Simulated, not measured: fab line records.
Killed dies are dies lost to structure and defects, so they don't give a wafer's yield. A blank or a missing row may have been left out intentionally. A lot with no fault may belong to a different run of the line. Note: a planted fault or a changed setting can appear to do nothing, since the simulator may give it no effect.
Matching of chambers | flow n5_finfet | N5_SD_EPI_P_ETCHBACK_46 on rie_diel-06: 4 sister chambers
The step etches SiNx in CH3F/O2, stops on SiO2, target depth 17.5 nm. 15 wafers are shown with their chamber, then 7 later ones without.

== WAFERS PAIRED WITH THEIR CHAMBERS ==
wafer  | chamber | showerhead_plenum_p_Torr (Torr) | throttle_valve_pct (%) | oes_product_au (a.u.)
L664.2 | 3       | 2.07                            | 16.22                  | 0.66
L664.5 | 1       | 1.96                            | 15.99                  | 0.74
L664.6 | 2       | 2.11                            | 16.11                  | 0.72
L666.1 | 0       | 1.90                            | 16.44                  | 0.63
L666.3 | 2       | 2.11                            | 16.12                  | 0.72
L666.5 | 2       | 2.11                            | 16.10                  | 0.72
L667.3 | 3       | 2.07                            | 16.23                  | 0.65
L667.4 | 2       | 2.11                            | 16.14                  | 0.73
L667.6 | 1       | 1.96                            | 16.02                  | 0.75
L668.1 | 0       | 1.90                            | 16.43                  | 0.63
L668.3 | 1       | 1.96                            | 16.02                  | 0.74
L668.5 | 2       | 2.11                            | 16.11                  | 0.71
L670.3 | 1       | 1.95                            | 16.02                  | 0.74
L670.4 | 0       | 1.90                            | 16.44                  | 0.63
L671.1 | 1       | 1.95                            | 16.01                  | 0.74

SIGNATURES, as means of the wafers listed above
reading                  | chamber 0 | chamber 1 | chamber 2 | chamber 3 | scatter within a chamber
showerhead_plenum_p_Torr | 1.9000    | 1.9560    | 2.1100    | 2.0700    | 0.0033
throttle_valve_pct       | 16.4367   | 16.0120   | 16.1160   | 16.2250   | 0.0125
oes_product_au           | 0.6300    | 0.7420    | 0.7200    | 0.6550    | 0.00548
Rule: a wafer lies at a distance from a chamber equal to the root of the sum of squares, over the readings, of (its reading less the chamber's mean, divided by the reading's scatter). The wafer belongs to the nearest chamber; if the next one is less than 2 further off, it can't be placed. The scatter: the root of (the sum of the squares of (reading less its chamber's mean) over the shown wafers, divided by (wafers less chambers)).

== WAFERS WITHOUT THEIR CHAMBER ==
wafer  | showerhead_plenum_p_Torr (Torr) | throttle_valve_pct (%) | oes_product_au (a.u.)
L671.5 | 2.07                            | 16.25                  | 0.66
L671.6 | 2.11                            | 16.12                  | 0.71
L673.1 | 1.90                            | 16.46                  | 0.63
L673.5 | 2.11                            | 16.14                  | 0.71
L674.2 | 1.90                            | 16.47                  | 0.63
L674.3 | 2.07                            | 16.26                  | 0.65
L674.6 | 1.95                            | 16.03                  | 0.74

== THE CHAMBER EACH PASSED THROUGH ==
wafer  | from the rows above | in truth
L671.5 | 3                   | 3
L671.6 | 2                   | 2
L673.1 | 0                   | 0
L673.5 | 2                   | 2
L674.2 | 0                   | 0
L674.3 | 3                   | 3
L674.6 | 1                   | 1
Correct placement for 7 of the 7. Can't be placed from these rows: 0. 0 placed wrongly.
